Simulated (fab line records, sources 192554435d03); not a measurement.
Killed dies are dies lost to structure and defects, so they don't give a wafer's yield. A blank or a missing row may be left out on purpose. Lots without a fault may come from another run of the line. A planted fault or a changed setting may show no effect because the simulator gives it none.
Which tool did it? | flow n5_finfet | 10 lots, 30 wafers sampled, at 1 step of a route of 1938

WHAT THE GAUGES READ, wafer by wafer
N5_BEOL_M8_CD_MEAS_11: target cd 38.5 nm.
lot  | measured     | on        | cd_nm (nm)
L628 | day 9 12:19  | cd_sem-03 | 38.8 39.2 38.6
L629 | day 9 17:11  | cd_sem-02 | 38.3 39.1 39.1
L633 | day 10 06:40 | cd_sem-01 | 38.3 38.2 38.1
L634 | day 11 00:04 | cd_sem-02 | 38.1 38.5 38.0
L636 | day 11 04:15 | cd_sem-03 | 38.8 39.1 39.1
L638 | day 11 20:41 | cd_sem-03 | 38.8 39.0 38.6
L643 | day 12 20:10 | cd_sem-02 | 38.1 39.2 38.8
L646 | day 14 01:43 | cd_sem-01 | 38.6 39.0 39.3
L650 | day 14 15:40 | cd_sem-01 | 37.8 37.9 38.1
L651 | day 15 01:13 | cd_sem-01 | 38.0 37.9 38.5

WHICH TOOL RAN EACH LOT (tool, then ch and the chambers of the sampled wafers, then the start)
The record holds no process step before these readings.

THE ANSWER, worked out from the rows above alone
Rule: what is usual is taken from the lots themselves. Put in order of their means at a reading, lots are off if they are a third of the lots or fewer, leave a main group of 4 or more, and stand apart from it by a gap of 3 or more times the standard deviation of the main group's means; of several such gaps the widest counts. A main group whose means are all the same, to the digits that the tables above print for the reading, isn't used. A lot without any number at a reading at which 4 lots or more have one is off too. The other lots that the step has rows for count as sound.
No lot is off at any reading shown: from this, nothing can be told.

WHAT THE SIMULATOR HAD PUT IN
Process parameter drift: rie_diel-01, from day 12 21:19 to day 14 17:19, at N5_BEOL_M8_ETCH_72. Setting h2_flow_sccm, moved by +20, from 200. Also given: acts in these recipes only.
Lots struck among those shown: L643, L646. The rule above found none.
